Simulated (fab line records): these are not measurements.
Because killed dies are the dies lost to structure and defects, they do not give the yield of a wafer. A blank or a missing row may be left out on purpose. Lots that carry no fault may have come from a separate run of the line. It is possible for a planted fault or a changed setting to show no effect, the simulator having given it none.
fab line records | flow nand_harc
record: lots: 5 | wafers: 15 | last_day: 32
route steps=1302 shown A_BONDPAD@1210
lots with no fault: from the same line, run without faults
start_h: the number of hours between the record's first day and the start of the first shown wafer of the lot | wait_h: hours since the lot's step before | " unchanged from the row above | L1.1+2: a row that stands for several wafers | - no value, or no start was given | * or withheld: withheld | < > ~ a bound
route shown NAME@n: names a module that has steps shown in the file, with the first one's number in the route | usual: average and standard deviation across the fault-free wafers | same: alike in all rows | chamber/n: place in a boat | sites: the reading at each site | _std_site: how widely they spread, as a standard deviation | _edge_site: outer sites' mean less inner sites' | radius_mm: for every site, how far away it sits from the centre of the wafer | mask NAME#n: copy n | behind: the most recent tool/chamber to have shaped the wafer | hold: what put the lot on hold/how long, in hours/how the hold closed | device: transistor that didn't switch, given as n, p or np | end of line: tests run on the same wafers once the route is complete | where a step has no rows: the recipe by itself | killed: at the first sort, the dies lost to defects and structure; wafer yield is something else | map: shows each die of a wafer: x if killed, . if not, _ if none is there
set.NAME: the setting as run; set.NAME@STEP: as run at that earlier step | model.NAME: the simulator's own value behind a step, which no gauge read
lots at some steps of the route; a table a step, a row a wafer
services: a tool's chamber out of use, with start hour (start_h, from the record's first day; less than 0 if before it), hours out, and reason
== steps ==
step: NHARC_A_BONDPAD_SOFTBAKE_04
recipe: temp_c: 125 | time_s: 70
step: NHARC_A_BONDPAD_EBR_05
step: NHARC_A_BONDPAD_EXPOSE_06
recipe: na: 0.55 | dose_mj: 36.99 | mask_id: A_BPAD
step: NHARC_A_BONDPAD_PEB_07
recipe: peb_temp_c: 128 | peb_time_s: 80
step: NHARC_A_BONDPAD_DEVELOP_08
recipe: time_s: 50 | dev_temp_c: 22
step: NHARC_A_BONDPAD_CD_MEAS_09
recipe: target_cd_nm: 500 | landing_energy_ev: 500
usual: cd_nm: 498.9/2.3
lot.wafer | tool      | chamber | start_h | wait_h | cd_nm
L850.1    | cd_sem-01 | 0       | 595.87  | -      | 496.5
L850.3    | "         | 0       | "       | "      | 500.9
L850.6    | "         | 0       | "       | "      | 496.7
L856.1    | cd_sem-03 | 0       | 651.58  | -      | 503.2
L856.3    | "         | 0       | "       | "      | 501.8
L856.4    | "         | 0       | "       | "      | 498.6
L866.3    | cd_sem-01 | 0       | 731.54  | -      | 495.1
L866.5    | "         | 0       | "       | "      | 498.2
L866.6    | "         | 0       | "       | "      | 494.6
L865.1    | cd_sem-02 | 0       | 732.86  | -      | 498.2
L865.2    | "         | 0       | "       | "      | 498.8
L865.5    | "         | 0       | "       | "      | 499.4
L868.1    | cd_sem-03 | 0       | 740.01  | -      | 498.2
L868.5    | "         | 0       | "       | "      | 500.6
L868.6    | "         | 0       | "       | "      | 499.1
step: NHARC_A_BONDPAD_OVL_MEAS_35
usual: overlay_x_nm: 1/6.3 | overlay_y_nm: -1/7.9
lot.wafer | tool       | chamber | start_h | wait_h | overlay_x_nm | overlay_y_nm
L850.1    | overlay-02 | -       | 595.96  | -      | 7            | 6
L850.3    | "          | -       | "       | "      | 8            | 5
L850.6    | "          | -       | "       | "      | 8            | 5
L856.1    | overlay-02 | -       | 651.66  | -      | -6           | 8
L856.3    | "          | -       | "       | "      | -7           | 8
L856.4    | "          | -       | "       | "      | -6           | 8
L866.3    | overlay-01 | -       | 731.63  | -      | -2           | -5
L866.5    | "          | -       | "       | "      | -3           | -5
L866.6    | "          | -       | "       | "      | -3           | -5
L865.1    | overlay-02 | -       | 732.95  | -      | 0            | 9
L865.2    | "          | -       | "       | "      | -1           | 8
L865.5    | "          | -       | "       | "      | -1           | 9
L868.1    | overlay-02 | -       | 740.10  | -      | -1           | 0
L868.5    | "          | -       | "       | "      | -1           | 0
L868.6    | "          | -       | "       | "      | 0            | 0
step: NHARC_A_BONDPAD_HARDBAKE_10
recipe: temp_c: 118 | time_s: 65
step: NHARC_A_BONDPAD_DESCUM_11
recipe: time_s: 3 | o2_flow_sccm: 200 | ar_flow_sccm: 0 | bias_power_w: 0 | chemistry: O2
usual: drypump_motor_current_A: 5.8/0.46 | oes_product_au: 1.000/0.013 | rf_vpp_V: 57.9/0.88 | showerhead_plenum_p_Torr: 1.95/0.06 | throttle_valve_pct: 11.312/0.0093
lot.wafer | tool        | chamber | start_h | wait_h | drypump_motor_current_A | oes_product_au | rf_hours_counter_h | rf_vpp_V | showerhead_plenum_p_Torr | throttle_valve_pct
L850.1    | rie_diel-03 | 0       | 596.09  | -      | 5.3                     | 1.009          | 4                  | 58.4     | 1.96                     | 11.324
L850.3    | "           | 2       | "       | "      | 5.3                     | 1.013          | 3                  | 57.7     | 1.93                     | 11.319
L850.6    | "           | 3       | "       | "      | 6.5                     | 1.011          | -                  | 58.4     | 2.06                     | 11.311
L856.4    | rie_diel-03 | 3       | 651.80  | -      | 6.5                     | 1.012          | 0                  | 59.2     | 2.06                     | 11.315
L856.3    | "           | 0       | "       | "      | 5.3                     | 0.971          | 0                  | 57.5     | 1.96                     | 11.311
L856.1    | "           | 1       | "       | "      | 6.0                     | 0.997          | 0                  | 58.3     | 1.91                     | 11.303
L866.3    | rie_diel-11 | 2       | 731.77  | -      | 5.4                     | 0.991          | 23                 | 59.2     | 1.94                     | 11.308
L866.5    | "           | 0       | "       | "      | 5.8                     | 1.007          | -                  | 56.7     | 1.86                     | 11.307
L866.6    | "           | 1       | "       | "      | 6.0                     | 0.987          | -                  | 55.6     | 1.93                     | 11.311
L865.1    | rie_diel-03 | 3       | 733.07  | -      | 6.5                     | 0.997          | 3                  | 57.1     | 2.06                     | 11.327
L865.2    | "           | 2       | "       | "      | 5.3                     | 0.996          | 4                  | 56.7     | 1.93                     | 11.321
L865.5    | "           | 3       | "       | "      | 6.5                     | 0.988          | -                  | 57.3     | 2.06                     | 11.308
L868.1    | rie_diel-03 | 1       | 740.23  | -      | 6.0                     | 1.002          | 4                  | 58.1     | 1.91                     | 11.297
L868.6    | "           | 0       | "       | "      | 5.3                     | 0.985          | -                  | 58.6     | 1.96                     | 11.308
L868.5    | "           | 1       | "       | "      | 6.0                     | 1.007          | -                  | 58.3     | 1.91                     | 11.319
step: NHARC_A_BONDPAD_ETCH_34
recipe: target_depth_a: 600 | overetch_a: 180 | time_s: 65.91 | ion_energy_ev: 200 | n2_flow_sccm: 150 | h2_flow_sccm: 150 | ar_flow_sccm: 0 | rf_w: 400 | bias_w: 150 | chemistry: N2/H2
usual: drypump_motor_current_A: 5.8/0.45 | oes_product_au: 1.002/0.013 | rf_vpp_V: 431.8/2 | showerhead_plenum_p_Torr: 2.08/0.067 | throttle_valve_pct: 14.172/0.0093
lot.wafer | tool        | chamber | start_h | wait_h | drypump_motor_current_A | oes_product_au | rf_hours_counter_h | rf_vpp_V | showerhead_plenum_p_Torr | throttle_valve_pct
L850.1    | rie_diel-03 | 3       | 596.16  | 0.1    | 6.5                     | 1.008          | 3                  | 434.8    | 2.20                     | 14.174
L850.3    | "           | 0       | "       | "      | 5.3                     | 1.017          | 4                  | 431.8    | 2.09                     | 14.171
L850.6    | "           | 3       | "       | "      | 6.5                     | 1.023          | -                  | 433.1    | 2.20                     | 14.185
L856.4    | rie_diel-03 | 2       | 651.87  | 0.1    | 5.3                     | 0.980          | 0                  | 432.9    | 2.06                     | 14.167
L856.1    | "           | 3       | "       | "      | 6.5                     | 1.016          | 0                  | 435.9    | 2.20                     | 14.178
L856.3    | "           | 0       | "       | "      | 5.3                     | 0.979          | 0                  | 432.3    | 2.09                     | 14.167
L866.3    | rie_diel-11 | 0       | 731.86  | 0.1    | 5.8                     | 1.015          | 20                 | 430.4    | 1.98                     | 14.166
L866.6    | "           | 1       | "       | "      | 6.0                     | 0.995          | -                  | 429.9    | 2.06                     | 14.169
L866.5    | "           | 2       | "       | "      | 5.3                     | 0.992          | -                  | 431.7    | 2.07                     | 14.159
L865.2    | rie_diel-03 | 0       | 733.16  | 0.1    | 5.3                     | 0.991          | 2                  | 431.0    | 2.09                     | 14.178
L865.1    | "           | 2       | "       | "      | 5.3                     | 0.987          | 4                  | 431.9    | 2.06                     | 14.172
L865.5    | "           | 1       | "       | "      | 6.0                     | 1.014          | -                  | 430.8    | 2.03                     | 14.173
L868.1    | rie_diel-03 | 3       | 740.32  | 0.1    | 6.5                     | 0.994          | 3                  | 435.0    | 2.20                     | 14.174
L868.6    | "           | 2       | "       | "      | 5.3                     | 1.002          | -                  | 432.2    | 2.06                     | 14.169
L868.5    | "           | 3       | "       | "      | 6.5                     | 0.998          | -                  | 436.3    | 2.20                     | 14.163
step: NHARC_A_BONDPAD_ETCH_12
recipe: target_depth_a: 2200 | time_s: 110 | chf3_flow_sccm: 50 | o2_flow_sccm: 10 | ar_flow_sccm: 200 | rf_w: 500 | bias_w: 200 | chemistry: CHF3/O2
usual: drypump_motor_current_A: 5.8/0.45 | oes_product_au: 0.950/0.024 | rf_vpp_V: 371.5/1.6 | showerhead_plenum_p_Torr: 2.45/0.069 | throttle_valve_pct: 20.571/0.0088
lot.wafer | tool        | chamber | start_h | wait_h | drypump_motor_current_A | oes_product_au | rf_hours_counter_h | rf_vpp_V | showerhead_plenum_p_Torr | throttle_valve_pct
L850.3    | rie_diel-03 | 0       | -       | -      | 5.3                     | 0.963          | 4                  | 371.1    | 2.46                     | 20.566
L850.1    | "           | 3       | "       | "      | 6.5                     | 0.969          | 3                  | 374.1    | 2.58                     | 20.578
L850.6    | "           | 0       | "       | "      | 5.3                     | 0.971          | -                  | 371.0    | 2.46                     | 20.562
L856.4    | rie_diel-03 | 1       | -       | -      | 6.0                     | 0.982          | 1                  | 369.4    | 2.40                     | 20.572
L856.1    | "           | 2       | "       | "      | 5.3                     | 0.945          | 1                  | 370.8    | 2.42                     | 20.585
L856.3    | "           | 3       | "       | "      | 6.5                     | 0.971          | 0                  | 374.4    | 2.58                     | 20.568
L866.3    | rie_diel-11 | 3       | -       | -      | 6.2                     | 0.935          | 21                 | 373.2    | 2.50                     | 20.580
L866.5    | "           | 1       | "       | "      | 6.0                     | 0.922          | -                  | 371.6    | 2.43                     | 20.569
L866.6    | "           | 2       | "       | "      | 5.4                     | 0.915          | -                  | 371.6    | 2.44                     | 20.571
L865.1    | rie_diel-03 | 3       | -       | -      | 6.5                     | 0.957          | 3                  | 374.1    | 2.58                     | 20.580
L865.2    | "           | 1       | "       | "      | 6.0                     | 0.982          | 3                  | 370.4    | 2.40                     | 20.571
L865.5    | "           | 2       | "       | "      | 5.3                     | 0.968          | -                  | 371.9    | 2.42                     | 20.562
L868.1    | rie_diel-03 | 2       | -       | -      | 5.3                     | 0.972          | 4                  | 369.6    | 2.42                     | 20.577
L868.6    | "           | 3       | "       | "      | 6.5                     | 0.980          | -                  | 374.1    | 2.58                     | 20.557
L868.5    | "           | 0       | "       | "      | 5.3                     | 0.947          | -                  | 372.1    | 2.46                     | 20.574
step: NHARC_A_BONDPAD_CD_MEAS_13
usual: cd_nm: 498.0/2.5
lot.wafer | tool      | chamber | start_h | wait_h | cd_nm
L850.1    | cd_sem-03 | -       | 596.39  | -      | 493.3
L850.3    | "         | -       | "       | "      | 499.4
L850.6    | "         | -       | "       | "      | 496.5
L856.1    | cd_sem-02 | -       | 652.10  | -      | 501.9
L856.3    | "         | -       | "       | "      | 499.9
L856.4    | "         | -       | "       | "      | 498.5
L866.3    | cd_sem-01 | -       | 732.07  | -      | 492.7
L866.5    | "         | -       | "       | "      | 497.2
L866.6    | "         | -       | "       | "      | 494.6
L865.1    | cd_sem-01 | -       | 733.39  | -      | 497.4
L865.2    | "         | -       | "       | "      | 498.7
L865.5    | "         | -       | "       | "      | 499.6
L868.1    | cd_sem-02 | -       | 740.54  | -      | 498.4
L868.5    | "         | -       | "       | "      | 499.0
L868.6    | "         | -       | "       | "      | 497.9
step: NHARC_A_BONDPAD_STRIP_15
recipe: o2_flow_sccm: 500 | ar_flow_sccm: 0 | bias_w: 0 | chemistry: O2
usual: chamber_pressure_mTorr: 60.00/0.054 | drypump_motor_current_A: 5.8/0.43 | oes_product_au: 0.999/0.015 | rf_vpp_V: 57.9/0.89 | showerhead_plenum_p_Torr: 3.58/0.1 | throttle_valve_pct: 17.036/0.0094
lot.wafer | tool        | chamber | start_h | wait_h | chamber_pressure_mTorr | drypump_motor_current_A | oes_product_au | rf_hours_counter_h | rf_vpp_V | showerhead_plenum_p_Torr | throttle_valve_pct
L850.3    | rie_diel-11 | 3       | 596.47  | 0.1    | 60.02                  | 6.2                     | 1.013          | 24                 | 58.3     | 3.68                     | 17.034
L850.1    | "           | 1       | "       | "      | 53.33                  | 6.0                     | 0.983          | 27                 | 56.4     | 3.58                     | 17.027
L850.6    | "           | 3       | "       | "      | 60.02                  | 6.2                     | 1.014          | -                  | 58.9     | 3.68                     | 17.043
L856.4    | rie_diel-10 | 2       | 652.18  | 0.1    | 59.96                  | 5.8                     | 0.983          | 13                 | 57.7     | 3.44                     | 17.042
L856.1    | "           | 3       | "       | "      | 59.93                  | 6.2                     | 0.983          | 12                 | 57.7     | 3.43                     | 17.041
L856.3    | "           | 1       | "       | "      | 59.97                  | 5.0                     | 0.981          | 14                 | 58.4     | 3.54                     | 17.055
L866.3    | rie_diel-03 | 3       | 732.14  | 0.1    | 60.06                  | 6.5                     | 1.002          | 3                  | 59.6     | 3.78                     | 17.022
L866.5    | "           | 3       | "       | "      | 59.93                  | 6.5                     | 1.005          | -                  | 58.1     | 3.78                     | 17.041
L866.6    | "           | 0       | "       | "      | 60.00                  | 5.3                     | 0.987          | -                  | 58.5     | 3.61                     | 17.014
L865.1    | rie_diel-11 | 2       | 733.46  | 0.1    | 60.06                  | 5.4                     | 0.988          | 23                 | 57.6     | 3.58                     | 17.044
L865.2    | "           | 0       | "       | "      | 60.04                  | 5.8                     | 1.007          | 20                 | 56.7     | 3.44                     | 17.038
L865.5    | "           | 2       | "       | "      | 59.96                  | 5.3                     | 0.985          | -                  | 58.8     | 3.58                     | 17.033
L868.1    | rie_diel-11 | 3       | 740.66  | 0.1    | 59.98                  | 6.2                     | 1.008          | 22                 | 58.4     | 3.67                     | 17.030
L868.5    | "           | 0       | "       | "      | 59.93                  | 5.8                     | 0.996          | -                  | 58.0     | 3.44                     | 17.041
L868.6    | "           | 1       | "       | "      | 60.00                  | 6.0                     | 0.983          | -                  | 57.7     | 3.56                     | 17.040
step: NHARC_A_BONDPAD_ETCH_24
recipe: target_depth_a: 300 | over_etch_frac: 0.3 | time_s: 72.99 | ion_energy_ev: 150 | cf4_flow_sccm: 50 | n2_flow_sccm: 100 | ar_flow_sccm: 150 | rf_w: 300 | bias_w: 100 | chemistry: CF4/N2
usual: drypump_motor_current_A: 5.8/0.43 | oes_product_au: 1.000/0.013 | rf_vpp_V: 314.8/1.4 | showerhead_plenum_p_Torr: 2.66/0.078 | throttle_valve_pct: 19.794/0.0094
lot.wafer | tool        | chamber | start_h | wait_h | drypump_motor_current_A | oes_product_au | rf_hours_counter_h | rf_vpp_V | showerhead_plenum_p_Torr | throttle_valve_pct
L850.1    | rie_diel-11 | 1       | -       | -      | 6.0                     | 1.005          | 27                 | 314.4    | 2.66                     | 19.782
L850.3    | "           | 2       | "       | "      | 5.3                     | 1.011          | 23                 | 315.4    | 2.68                     | 19.797
L850.6    | "           | 0       | "       | "      | 5.8                     | 0.996          | -                  | 314.5    | 2.57                     | 19.806
L856.1    | rie_diel-10 | 1       | -       | -      | 5.0                     | 0.992          | 14                 | 314.8    | 2.63                     | 19.796
L856.3    | "           | 2       | "       | "      | 5.7                     | 0.982          | 14                 | 312.7    | 2.56                     | 19.802
L856.4    | "           | 0       | "       | "      | 5.7                     | 0.984          | 12                 | 312.2    | 2.53                     | 19.794
L866.3    | rie_diel-03 | 2       | -       | -      | 5.3                     | 0.986          | 4                  | 314.1    | 2.65                     | 19.797
L866.6    | "           | 3       | "       | "      | 6.5                     | 0.992          | -                  | 316.9    | 2.81                     | 19.788
L866.5    | "           | 0       | "       | "      | 5.3                     | 0.975          | -                  | 314.4    | 2.69                     | 19.806
L865.2    | rie_diel-11 | 2       | -       | -      | 5.4                     | 0.982          | 23                 | 314.7    | 2.66                     | 19.795
L865.1    | "           | 3       | "       | "      | 6.2                     | 1.006          | 21                 | 315.8    | 2.73                     | 19.789
L865.5    | "           | 3       | "       | "      | 6.2                     | 1.006          | -                  | 315.1    | 2.73                     | 19.787
L868.1    | rie_diel-11 | 1       | -       | -      | 6.0                     | 0.974          | 21                 | 312.4    | 2.65                     | 19.794
L868.5    | "           | 0       | "       | "      | 5.8                     | 1.003          | -                  | 312.8    | 2.56                     | 19.788
L868.6    | "           | 1       | "       | "      | 6.0                     | 0.983          | -                  | 314.0    | 2.65                     | 19.794
== services ==
tool        | chamber | start_h | hours | kind
rie_diel-11 | 3       | 588.91  | 4.8   | repair
rie_diel-03 | 0       | 589.80  | -     | clean
rie_diel-03 | 1       | 589.80  | -     | clean
rie_diel-03 | 2       | 589.80  | -     | clean
rie_diel-03 | 3       | 589.80  | -     | clean
rie_diel-10 | -       | 597.58  | 9.0   | pm
rie_diel-03 | 2       | 600.98  | 1.3   | repair
rie_diel-11 | -       | 610.20  | 9.0   | pm
rie_diel-03 | 0       | 614.30  | -     | clean
rie_diel-03 | 1       | 614.30  | -     | clean
rie_diel-03 | 2       | 614.30  | -     | clean
rie_diel-03 | 3       | 614.30  | -     | clean
rie_diel-11 | 3       | 624.81  | 5.4   | repair
rie_diel-03 | -       | 635.30  | 9.0   | pm
rie_diel-03 | 0       | 635.30  | 9.0   | vent_cycle
rie_diel-03 | 1       | 635.30  | 9.0   | vent_cycle
rie_diel-03 | 2       | 635.30  | 9.0   | vent_cycle
rie_diel-03 | 3       | 635.30  | 9.0   | vent_cycle
rie_diel-10 | 0       | 667.40  | 3.6   | repair
rie_diel-03 | 0       | 674.07  | 8.6   | repair
rie_diel-11 | 3       | 677.12  | 8.5   | repair
rie_diel-03 | -       | 684.37  | 0.5   | repair
rie_diel-10 | 0       | 687.19  | 22.5  | repair
rie_diel-03 | 2       | 734.55  | 3.9   | repair
== key ==
first_sign: step: NHARC_A_BONDPAD_STRIP_15 | reading: chamber_pressure_mTorr | direction: down | sigmas: 99+ | usual: 60.00 | struck: 53.33
effect none on later readings
met_at NHARC_A_BONDPAD_STRIP_15
struck_wafers L850.1
fault: kind: process_parameter_drift | tool: rie_diel-11 | chamber: 1 | onset_h: 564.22 | steps: NHARC_A_BONDPAD_STRIP_15 | channel: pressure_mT | offset: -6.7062 | shape: step | end_h: 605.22 | acts_in: these_recipes_only | stated: 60
